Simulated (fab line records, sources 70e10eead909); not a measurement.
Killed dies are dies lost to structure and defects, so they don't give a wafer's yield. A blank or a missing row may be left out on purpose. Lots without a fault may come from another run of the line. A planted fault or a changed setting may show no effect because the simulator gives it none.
Chamber matching | flow nand_harc | NHARC_A_CHANNEL_FILL_D1_ALD_02 on ald_hk-03: 4 sister chambers
The step deposits SiO2, target thk 6 nm, pulse time 10 s, ald cycles 60. 8 wafers are shown with their chamber, then 7 later ones without.

WAFERS WITH THEIR CHAMBER
wafer  | chamber | heater_power_w (W) | precursor_pulse_height_rel
L084.4 | 0       | 481                | 1.005
L086.4 | 3       | 434                | 0.985
L086.5 | 0       | 487                | 0.995
L089.2 | 2       | 578                | 0.979
L089.5 | 2       | 575                | 1.020
L089.6 | 1       | 482                | 1.029
L090.1 | 3       | 436                | 1.007
L090.4 | 1       | 505                | 0.988

WAFERS WITHOUT THEIR CHAMBER
wafer  | heater_power_w (W) | precursor_pulse_height_rel
L090.5 | 589                | 1.006
L093.1 | 452                | 1.015
L093.2 | 499                | 1.008
L093.3 | 589                | 1.005
L097.1 | 500                | 0.997
L097.5 | 496                | 1.036
L097.6 | 590                | 1.027

WHICH CHAMBER EACH WENT THROUGH
wafer  | from the rows above     | in truth
L090.5 | 2                       | 2
L093.1 | can't be placed: 3 or 0 | 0
L093.2 | can't be placed: 1 or 0 | 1
L093.3 | 2                       | 2
L097.1 | can't be placed: 1 or 0 | 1
L097.5 | can't be placed: 1 or 0 | 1
L097.6 | 2                       | 2
Placed correctly: 3 of 7. Can't be placed from these rows: 4 (the true chamber is among the candidates in 4). Placed wrongly: 0.
How it was worked out, from the rows above alone: a wafer's distance from a chamber is the root of the sum, over the readings, of the square of ((its reading less the chamber's mean) divided by the reading's scatter). The wafer belongs to the nearest chamber; if the next one is less than 2 further off, it can't be placed. A chamber's mean is the mean of its shown wafers. The scatter: the root of (the sum of the squares of (reading less its chamber's mean) over the shown wafers, divided by (wafers less chambers)).
